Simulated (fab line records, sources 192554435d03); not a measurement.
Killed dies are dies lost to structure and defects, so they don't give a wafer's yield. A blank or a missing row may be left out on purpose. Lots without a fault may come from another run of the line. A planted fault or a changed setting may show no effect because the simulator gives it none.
Which tool did it? | flow n5_finfet | 12 lots, 36 wafers sampled, at 4 steps of a route of 1938

WHAT THE GAUGES READ, wafer by wafer
N5_BEOL_M2_INSPECT_13: inspects for defects (brightfield).
lot  | measured     | on                | raw_defect_count
L075 | day 6 16:55  | defect_inspect-02 | 295 288 276
L076 | day 7 07:49  | defect_inspect-02 | 272 428 346
L078 | day 7 21:10  | defect_inspect-02 | 493 404 425
L081 | day 8 10:42  | defect_inspect-02 | 309 352 374
L082 | day 8 21:34  | defect_inspect-01 | 559 348 369
L085 | day 9 12:11  | defect_inspect-02 | 429 327 345
L087 | day 10 01:07 | defect_inspect-02 | 398 351 452
L089 | day 10 09:43 | defect_inspect-02 | 374 422 359
L091 | day 11 02:11 | defect_inspect-01 | 328 556 384
L094 | day 11 15:40 | defect_inspect-02 | 359 292 365
L095 | day 11 21:29 | defect_inspect-01 | 324 311 385
L097 | day 12 19:04 | defect_inspect-01 | 354 428 585

WHICH TOOL RAN EACH LOT (tool, then ch and the chambers of the sampled wafers, then the start)
lot  | N5_BEOL_M1_ANNEAL_49         | N5_BEOL_M1_ANNEAL_82         | N5_BEOL_M1_ANNEAL_93
L075 | pvd_sputter-03, day 6 11:46  | pvd_sputter-03, day 6 12:12  | pvd_sputter-03, day 6 13:05
L076 | pvd_sputter-02, day 7 04:15  | pvd_sputter-02, day 7 04:41  | pvd_sputter-02, day 7 05:34
L078 | pvd_sputter-02, day 7 16:30  | pvd_sputter-02, day 7 16:56  | pvd_sputter-02, day 7 17:49
L081 | pvd_sputter-03, day 8 07:00  | pvd_sputter-03, day 8 07:26  | pvd_sputter-03, day 8 08:19
L082 | pvd_sputter-02, day 8 16:05  | pvd_sputter-02, day 8 16:32  | pvd_sputter-02, day 8 17:25
L085 | pvd_sputter-03, day 9 05:52  | pvd_sputter-03, day 9 06:18  | pvd_sputter-03, day 9 07:11
L087 | pvd_sputter-03, day 9 20:48  | pvd_sputter-03, day 9 21:14  | pvd_sputter-03, day 9 22:07
L089 | pvd_sputter-02, day 10 01:55 | pvd_sputter-02, day 10 02:21 | pvd_sputter-02, day 10 03:14
L091 | pvd_sputter-02, day 10 21:45 | pvd_sputter-02, day 10 22:11 | pvd_sputter-02, day 10 23:04
L094 | pvd_sputter-02, day 11 11:01 | pvd_sputter-02, day 11 11:28 | pvd_sputter-02, day 11 12:20
L095 | pvd_sputter-03, day 11 17:19 | pvd_sputter-03, day 11 17:46 | pvd_sputter-03, day 11 18:38
L097 | pvd_sputter-03, day 12 15:11 | pvd_sputter-03, day 12 15:38 | pvd_sputter-03, day 12 16:31
- N5_BEOL_M1_ANNEAL_49: time 240 s.
- N5_BEOL_M1_ANNEAL_82: time 240 s.
- N5_BEOL_M1_ANNEAL_93: time 240 s.

THE ANSWER, worked out from the rows above alone
Rule: what is usual is taken from the lots themselves. Put in order of their means at a reading, lots are off if they are a third of the lots or fewer, leave a main group of 4 or more, and stand apart from it by a gap of 3 or more times the standard deviation of the main group's means; of several such gaps the widest counts. A main group whose means are all the same, to the digits that the tables above print for the reading, isn't used. A lot without any number at a reading at which 4 lots or more have one is off too. The other lots that the step has rows for count as sound.
No lot is off at any reading shown: from this, nothing can be told.

WHAT THE SIMULATOR HAD PUT IN
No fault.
